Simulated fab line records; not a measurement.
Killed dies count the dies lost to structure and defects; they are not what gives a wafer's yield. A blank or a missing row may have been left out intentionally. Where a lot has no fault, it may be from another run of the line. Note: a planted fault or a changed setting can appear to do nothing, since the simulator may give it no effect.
Split-lot experiment    flow n5Finfet    21 wafers read across 7 lots, on a route 1938 steps long

SPLIT DETAILS
At N5_GATE_CUT_DESCUM_18 (chemistry O2, time 7 s), the setting timeS was moved away from the recipe's 7 s on 8 of the 21 wafers read, by -21.4% to +21.4%. All remaining wafers had this setting at the recipe value.

THE PATH FROM SPLIT TO READING: the file shows 1 step between them
- N5_GATE_CUT_ETCH_28: etches underlayer in N2/H2, target depth 13 nm, time 10.4 s

THE READING
CAR-EUV_of_GATE_CUT_COAT_07.thkNm (the simulator's own value, which no gauge read), in nm, at N5_GATE_CUT_ETCH_36 (etches SiARC in CF4, target depth 13 nm, time 21.7 s). The file gives no usual value for it. The 13 wafers here that ran the recipe average 7.0 nm, standard deviation 0.16 nm.

wafer   tool, chamber at the split  timeS as run, s  against the recipe  CAR-EUV_of_GATE_CUT_COAT_07.thkNm, nm  against lot-mates on the recipe
L074.1  rieDiel-05, 3,2             5.781            -17.4%              7.6                                    +0.6
L074.2  rieDiel-05, 3,2             5.781            -17.4%              7.4                                    +0.4
L074.3  rieDiel-05, 0               7                recipe              7                                      -
L079.3  rieDiel-04, 2               7                recipe              6.8                                    -
L079.5  rieDiel-04, 3               6.489            -7.3%               7.2                                    +0.4
L079.6  rieDiel-04, 0               6.489            -7.3%               7.2                                    +0.4
L084.1  rieDiel-05, 2               5.504            -21.4%              7.6                                    +0.7
L084.2  rieDiel-05, 3               7                recipe              7                                      -
L084.5  rieDiel-05, 2               7                recipe              6.8                                    -
L087.3  rieDiel-05, 3,1             8.501            +21.4%              6.2                                    -0.6
L087.6  rieDiel-05, 3,1             8.501            +21.4%              6.2                                    -0.6
L087.5  rieDiel-05, 2               7                recipe              6.8                                    -
L088.1  rieDiel-04, 3               6.392            -8.7%               7.2                                    +0.1
L088.2  rieDiel-04, 1,2             7                recipe              7.2                                    -
L088.3  rieDiel-04, 1,2             7                recipe              7                                      -
L092.4  rieDiel-02, 2               7                recipe              7.2                                    -
L092.5  rieDiel-02, 2,1             7                recipe              7.2                                    -
L092.6  rieDiel-02, 2,1             7                recipe              7                                      -
L095.2  rieDiel-04, 3,0             7                recipe              7.2                                    -
L095.3  rieDiel-04, 3,0             7                recipe              7.2                                    -
L095.6  rieDiel-04, 0               7                recipe              7.2                                    -
When a row names more than one chamber, that row covers several wafers, and the file does not tell which wafer ran in which chamber.

FIT RESULTS
A straight line over all 21 wafers: CAR-EUV_of_GATE_CUT_COAT_07.thkNm changes by -0.0319 nm for each +1% of timeS; r = -0.91; the points scatter about the line by 0.15 nm.
The same after taking each lot's own level away (the mean of its wafers on the recipe; 21 wafers): -0.0297 nm for each +1%; r = -0.95; scatter 0.098 nm.
Per that fit: largest timeS move, reading shift of 0.64 nm.
Measured against the standard deviation above, the lots' own levels, which go from 6.80 to 7.20 nm, span 2.5 times it.
The two slopes agree, so the slope changes little with the lot-to-lot level.
Check: with one of the wafers moved furthest among these (+21.4%) left out of the fit, the line predicts -0.631 nm for it against its lot-mates. It came out at -0.6 nm against them.

ADDITIONAL SPLITS CARRIED BY THESE WAFERS
Other splits were also applied to these wafers ahead of the reading. Each is held against what the fit with the lots' levels taken away leaves over:
other split on the same wafers  wafers away from the commonest value  r with CAR-EUV_of_GATE_CUT_COAT_07.thkNm (lot level and that fit taken away)
N5_WELL_APT_COAT_02 spinRpm     9                                     +0.07
N5_WELL_APT_DESCUM_13 timeS     6                                     +0.07
N5_FIN_SAQP_COAT_68 spinRpm     8                                     -0.27
N5_DUMMY_GATE_HM_DEP_06 timeS   15                                    +0.04
N5_DUMMY_GATE_COAT_28 spinRpm   5                                     -0.04
N5_SD_EPI_N_EXPOSE_06 doseMj    9                                     +0.38
N5_SD_EPI_P_EPI_21 tempC        4                                     -0.38
N5_SD_ACTIVATION_LSA_01 tempC   6                                     -0.24
N5_SDB_ALD_29 aldCycles         12                                    -0.24

THE WHOLE CHAIN: every reading that the file lists as answering this split, in the file's order
step                   what it does                                                 reading                                                                             change (the file's fit)                 r (the file's)
N5_GATE_CUT_DESCUM_18  chemistry O2, time 7 s                                       CAR-EUV_of_GATE_CUT_COAT_07.thkNm (the simulator's own value, which no gauge read)  -0.0313 nm for each +1% of the setting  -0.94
N5_GATE_CUT_ETCH_28    etches underlayer in N2/H2, target depth 13 nm, time 10.4 s  CAR-EUV_of_GATE_CUT_COAT_07.thkNm (the simulator's own value, which no gauge read)  -0.0279 nm for each +1% of the setting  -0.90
N5_GATE_CUT_ETCH_36    etches SiARC in CF4, target depth 13 nm, time 21.7 s         CAR-EUV_of_GATE_CUT_COAT_07.thkNm (the simulator's own value, which no gauge read)  -0.0299 nm for each +1% of the setting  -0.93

FILE'S OWN FIT
CAR-EUV_of_GATE_CUT_COAT_07.thkNm changes by -0.0299 nm for each +1% of timeS, r = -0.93.
